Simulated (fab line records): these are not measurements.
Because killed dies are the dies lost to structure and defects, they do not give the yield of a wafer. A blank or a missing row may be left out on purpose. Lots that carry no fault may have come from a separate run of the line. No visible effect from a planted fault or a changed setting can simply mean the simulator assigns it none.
Split-lot trial -- flow n5_finfet -- 7 lots, 39 wafers read, on a route of 1938 steps

ABOUT THE SPLIT
At N5_MIM_BOT_ETCH_ETCH_04 (etches SiNx in CF4/O2, target depth 26 nm, time 13 s), the setting time_s was moved away from the recipe's 13 s on 15 of the 39 wafers read, by -50.0% to +35.0%. For the rest of the wafers, this setting stayed at what the recipe calls for.

The reading comes from the split's own step.

THE READING
etch.depth_nm (the simulator's own value, which no gauge read), in nm, at N5_MIM_BOT_ETCH_ETCH_04 (etches SiNx in CF4/O2, target depth 26 nm, time 13 s). There is no usual value for it anywhere in the file. Here, 24 wafers ran the recipe; their average is 25.51 nm with a standard deviation of 0.92 nm.

wafer,"tool, chamber at the split","time_s as run, s",against the recipe,"etch.depth_nm, nm",against lot-mates on the recipe
L075.1,"rie_diel-06, 2",10.53,-19.0%,21.52,-3.98
L075.2,"rie_diel-06, 1",13,recipe,26.27,-
L075.3,"rie_diel-06, 3",13,recipe,25.35,-
L075.4,"rie_diel-06, 0",13,recipe,24.89,-
L075.5,"rie_diel-06, 0",10.53,-19.0%,20.32,-5.18
L075.6,"rie_diel-06, 1",10.53,-19.0%,21.2,-4.30
L076.1,"rie_diel-06, 2",13,recipe,26.83,-
L076.2,"rie_diel-06, 0",13,recipe,25.03,-
L076.5,"rie_diel-06, 2",13,recipe,26.85,-
L079.1,"rie_diel-06, 0",13,recipe,24.92,-
L079.2,"rie_diel-06, 1",13,recipe,25.85,-
L079.3,"rie_diel-06, 2",13,recipe,26.32,-
L079.4,"rie_diel-06, 3",13,recipe,25.02,-
L079.5,"rie_diel-06, 2",13,recipe,26.39,-
L079.6,"rie_diel-06, 3",13,recipe,24.82,-
L077.1,"rie_diel-05, 2",13,recipe,25.05,-
L077.2,"rie_diel-05, 0",13,recipe,25.97,-
L077.3,"rie_diel-05, 1",8.608,-33.8%,15.93,-9.41
L077.4,"rie_diel-05, 2",13,recipe,25.01,-
L077.5,"rie_diel-05, 0",8.608,-33.8%,17.29,-8.05
L077.6,"rie_diel-05, 1",8.608,-33.8%,15.76,-9.58
L081.1,"rie_diel-02, 3",13,recipe,26.87,-
L081.2,"rie_diel-02, 1",17.55,+35.0%,34.56,+8.21
L081.3,"rie_diel-02, 2",13,recipe,26.57,-
L081.4,"rie_diel-02, 0",17.55,+35.0%,34.06,+7.71
L081.5,"rie_diel-02, 2",17.55,+35.0%,35.54,+9.19
L081.6,"rie_diel-02, 1",13,recipe,25.61,-
L093.1,"rie_diel-05, 1",6.501,-50.0%,11.93,-13.21
L093.2,"rie_diel-05, 0",6.501,-50.0%,12.96,-12.18
L093.3,"rie_diel-05, 1",13,recipe,23.98,-
L093.4,"rie_diel-05, 0",13,recipe,25.79,-
L093.5,"rie_diel-05, 0",13,recipe,25.65,-
L093.6,"rie_diel-05, 1",6.501,-50.0%,11.92,-13.22
L096.1,"rie_diel-05, 0",16.44,+26.5%,32.47,+8.08
L096.2,"rie_diel-05, 1",16.44,+26.5%,30.12,+5.73
L096.3,"rie_diel-05, 1",13,recipe,23.73,-
L096.4,"rie_diel-05, 0",13,recipe,25.78,-
L096.5,"rie_diel-05, 1",13,recipe,23.65,-
L096.6,"rie_diel-05, 0",16.44,+26.5%,32.67,+8.28

THE FIT
A straight line over all 39 wafers: etch.depth_nm changes by +0.26 nm for each +1% of time_s; r = +0.99; the points scatter about the line by 0.91 nm.
The same after taking each lot's own level away (the mean of its wafers on the recipe; 39 wafers): +0.257 nm for each +1%; r = +0.99; scatter 0.79 nm.
That fit puts the effect of the largest move of time_s on the reading at 13 nm.
The lots' own levels span 24.387 to 26.350 nm, that is 2.1 times the standard deviation above.
The two slopes are in agreement: the lot-to-lot level therefore moves the slope only a little.
Check: -12.8 nm against its lot-mates is what the line predicts for one of the wafers moved furthest among these (-50.0%) when that wafer is left out of the fit. It came out at -13.2 nm against them.

THE OTHER SPLITS THESE WAFERS WENT THROUGH
Before the reading, these wafers also passed through other splits. Each is held against what the fit with the lots' levels taken away leaves over:
other split on the same wafers,wafers away from the commonest value,r with etch.depth_nm (lot level and that fit taken away)
N5_BEOL_M13_TRENCH_ETCH_34 target_depth_a,15,+0.18

THE FILE'S OWN FIT
etch.depth_nm changes by +0.257 nm for each +1% of time_s, r = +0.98.
